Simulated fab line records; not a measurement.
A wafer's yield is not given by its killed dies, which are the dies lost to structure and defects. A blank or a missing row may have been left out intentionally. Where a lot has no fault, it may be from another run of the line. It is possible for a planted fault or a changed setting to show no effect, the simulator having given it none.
The tool behind it: which one? -- flow n5Finfet -- 12 lots with 36 wafers sampled at 4 steps, on a route of 1938 steps

## WHAT EACH GAUGE READ, for each wafer
N5_MOL_CONTACT_COAG_OVL_MEAS_09.
lot,measured,on,CA_OVL (nm)
L075,day 5 03:41,overlay-02,0.5 -0.8 0.4
L077,day 5 09:17,overlay-02,1.4 1.4 1.8
L079,day 5 22:51,overlay-01,-0.2 0.8 -0.2
L081,day 6 11:34,overlay-02,1.0 0.0 0.6
L083,day 6 23:29,overlay-02,0.5 0.9 0.1
L085,day 7 11:11,overlay-02,0.6 -1.3 0.0
L087,day 7 22:14,overlay-01,-1.0 -0.4 -0.4
L089,day 8 10:21,overlay-02,-0.8 -0.8 0.2
L091,day 9 01:22,overlay-02,1.0 -0.1 1.2
L093,day 9 11:17,overlay-02,0.8 2.1 0.9
L095,day 9 21:40,overlay-01,0.8 -0.3 1.1
L097,day 10 08:43,overlay-01,1.8 1.4 0.8

## WHICH TOOL RAN EACH LOT (tool, then ch and the chambers of the sampled wafers, then the start)
lot,N5_HKMG_FIN_HK_ALD_01,N5_HKMG_FIN_ETCH_86,N5_GATE_CUT_ETCHBACK_30
L075,"aldHk-01 ch 1,2,3, day 4 10:16","rieDiel-01 ch 1,2,3, day 4 16:28","rieMetal-01 ch 0,1, day 4 20:06"
L077,"aldHk-03 ch 0,2,3, day 4 14:27","rieDiel-06 ch 1,2,3, day 4 21:14","rieMetal-01 ch 0,1, day 5 00:49"
L079,"aldHk-02 ch 0,1,2, day 5 06:01","rieDiel-06 ch 0,2,3, day 5 11:57","rieMetal-01 ch 0,1, day 5 15:20"
L081,"aldHk-02 ch 0,1,3, day 5 18:41","rieDiel-01 ch 0,2,3, day 6 00:43","rieMetal-01 ch 0,1, day 6 04:23"
L083,"aldHk-01 ch 1,3, day 6 07:04","rieDiel-02 ch 0,1,2, day 6 13:02","rieMetal-03 ch 0,1, day 6 16:20"
L085,"aldHk-01 ch 0,2,3, day 6 17:52","rieDiel-02 ch 1,3, day 6 23:40","rieMetal-03 ch 0,1, day 7 03:09"
L087,"aldHk-03 ch 1,3, day 7 05:46","rieDiel-06 ch 0,1,2, day 7 11:43","rieMetal-01 ch 0,1, day 7 15:01"
L089,"aldHk-02 ch 1,2,3, day 7 17:43","rieDiel-02 ch 0,2, day 7 23:27","rieMetal-02 ch 0,1, day 8 02:55"
L091,"aldHk-03 ch 1,2,3, day 8 07:41","rieDiel-02 ch 0,2, day 8 13:28","rieMetal-01 ch 0, day 8 17:01"
L093,"aldHk-03 ch 0,1,3, day 8 18:49","rieDiel-02 ch 0,1,3, day 9 00:32","rieMetal-03 ch 0,1, day 9 03:55"
L095,"aldHk-02 ch 1,2,3, day 9 03:40","rieDiel-02 ch 0,1,3, day 9 10:14","rieMetal-03 ch 1, day 9 13:45"
L097,"aldHk-02 ch 1,3, day 9 15:46","rieDiel-01 ch 0,1,3, day 9 21:36","rieMetal-02 ch 0,1, day 10 01:04"
- N5_HKMG_FIN_HK_ALD_01: deposits HfO2, target thk 1.6 nm, pulse time 3 s, purge time 3 s.
- N5_HKMG_FIN_ETCH_86: etches SOC in N2/H2, stops on TiN, target depth 393.2 nm.
- N5_GATE_CUT_ETCHBACK_30: etches TiN in Cl2/Ar, target depth 3 nm.

## THE ANSWER, worked out from the rows above alone
Rule: the usual values come from the lots themselves. The widest of any qualifying gaps counts: lots, ordered by their means at a reading, are off when they make up no more than a third of the lots, leave a main group of 4 or more, and stand apart from it by 3 or more times the standard deviation of that group's means. A main group whose means are all the same, to the digits that the tables above print for the reading, isn't used. A lot without any number at a reading at which 4 lots or more have one is off too. The other lots that the step has rows for count as sound.
Nothing can be told from this: no lot is off at any reading shown.

## WHAT HAD BEEN PUT IN BY THE SIMULATOR
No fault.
